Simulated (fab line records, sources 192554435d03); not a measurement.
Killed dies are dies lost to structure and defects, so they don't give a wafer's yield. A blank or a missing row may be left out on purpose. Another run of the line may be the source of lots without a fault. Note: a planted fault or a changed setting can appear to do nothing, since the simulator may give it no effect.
Code-filled problem report in 8D (eight disciplines) form || flow n5-finfet || the parts of the form that need people (team, actions taken, sign-off) are left out
Where a reading is given only as a bound, like >300, the bound stands for it, and a mean or a difference that rests on one is marked > or <: the true number lies beyond.

1. THE PROBLEM
raw-defect-count at N5_DUMMY_GATE_INSPECT_27 reads a mean of 1340 on 6 wafers of 2 lots; wafers without a fault read 319 with a standard deviation of 84. That puts it +12 standard deviations away from the usual mean.
The step: inspects for defects (brightfield).
First seen on wafer L908.1, day 3 23:16, on defect-inspect-01. The record has a number at this step for 24 wafers belonging to 8 lots. Rule for "out" (also "out of limits"): further than 4 standard deviations from the usual mean. Any other wafer with a number is counted as sound.

2. WHAT THIS IS AND IS NOT
{"question": "which readings at this step", "is": "raw-defect-count", "is not": "-"}
{"question": "which lots", "is": "L908, L912", "is not": "L906, L907, L909, L922, L924, L925"}
{"question": "which wafers of those lots", "is": "all that have a number", "is not": "-"}
{"question": "read on which gauges", "is": "defect-inspect-01", "is not": "defect-inspect-02"}
{"question": "when", "is": "from day 3 23:16", "is not": "up to then (6 sound wafers); but 12 sound wafers of L909, L922, L924, L925 came after"}

3. SUSPECTS, AND WHAT RULES EACH OUT
Counting: a tool stays on the suspect list if, at a process step up to the reading, it processed all lots that are out and no sound lot following the first of them.
- the gauge at N5_DUMMY_GATE_INSPECT_27 has been ruled out. All the wafers that are out were read on defect-inspect-01, but those of them that N5_PASSIVATION_PROBE_49 has rows for are out there too, on other tools.
- rie-diel-04 at N5_DUMMY_GATE_ETCH_29 (etches underlayer in N2/H2, target depth 13 nm): ruled out as a lasting fault. Following L908 (day 3 22:10), the first lot on it that is out, the sound lots L922 were run on it.
- rie-diel-06 at N5_DUMMY_GATE_STRIP_41 (strips in O2): ruled out as a lasting fault. Following L908 (day 3 22:34), the first lot on it that is out, the sound lots L909, L924, L925 were run on it.
Left after counting: nothing in the record.

4. THE CAUSE (what the simulator had put in)
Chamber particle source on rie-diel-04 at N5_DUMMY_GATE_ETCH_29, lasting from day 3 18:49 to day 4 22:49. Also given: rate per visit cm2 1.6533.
The count ruled it out by mistake, since the rule takes a fault to strike every lot its tool runs from the start of the fault on, and this one did not do so.

5. THE CHAIN OF EFFECTS, in route order
Each row: a reading whose mean over the struck wafers that have a number lies more than 3 standard deviations from the usual. Readings are gone through only where the record gives a usual standard deviation; hours: the median, over the lots, of the time from a lot's start at the first step in this table giving one to that lot's start at this step; sigmas: the change measured in usual standard deviations.
{"hours": 0, "step": "N5_DUMMY_GATE_INSPECT_27", "reading": "raw-defect-count", "usual": 319, "on struck wafers": 1340, "change": "+1021", "sigmas": "+12"}
{"hours": 1, "step": "N5_SPACER0_INSPECT_04", "reading": "raw-defect-count", "usual": 142, "on struck wafers": 1196, "change": "+1054", "sigmas": "+33"}
{"hours": 1, "step": "N5_SD_EPI_N_INSPECT_11", "reading": "raw-defect-count", "usual": 2.0, "on struck wafers": ">300", "change": ">+298", "sigmas": "+99 or more"}
{"hours": 243, "step": "N5_PASSIVATION_PROBE_49", "reading": "defect-limited-yield", "usual": "91.0 %", "on struck wafers": 79.0, "change": -12.0, "sigmas": -7.5}
{"hours": 243, "step": "N5_PASSIVATION_PROBE_49", "reading": "killed-at-front-end", "usual": 41, "on struck wafers": 193, "change": "+152", "sigmas": "+13"}
{"hours": 243, "step": "N5_PASSIVATION_PROBE_49", "reading": "killed-dies", "usual": 107, "on struck wafers": 247, "change": "+140", "sigmas": "+7.4"}
{"hours": 243, "step": "N5_PASSIVATION_PROBE_49", "reading": "sort_bin_5_function", "usual": "5.3 %", "on struck wafers": 12.9, "change": "+7.6", "sigmas": "+7.6"}
{"hours": 243, "step": "N5_PASSIVATION_PROBE_49", "reading": "sort-n-pass", "usual": 1073, "on struck wafers": 933, "change": -140, "sigmas": -7.4}
{"hours": 243, "step": "N5_PASSIVATION_PROBE_49", "reading": "sort-yield-pct", "usual": "91.0 %", "on struck wafers": 79.0, "change": -12.0, "sigmas": -7.5}
It contains these process steps:
- N5_PASSIVATION_PROBE_49
At these later measuring or inspecting steps, every struck wafer for which the step has a row has a number for every such reading, and none has moved that far: N5_BEOL_M4_RC_MEAS_101.

6. WHAT WOULD HAVE CAUGHT IT SOONER
In this record the first reading out of limits at a measuring or inspecting step was taken at day 3 23:16, 4 hours after the fault began at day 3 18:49.
No tool reading at N5_DUMMY_GATE_ETCH_29 that has a usual standard deviation in the record was out on any struck wafer, so an alarm limit of 4 standard deviations on those readings would not have fired.
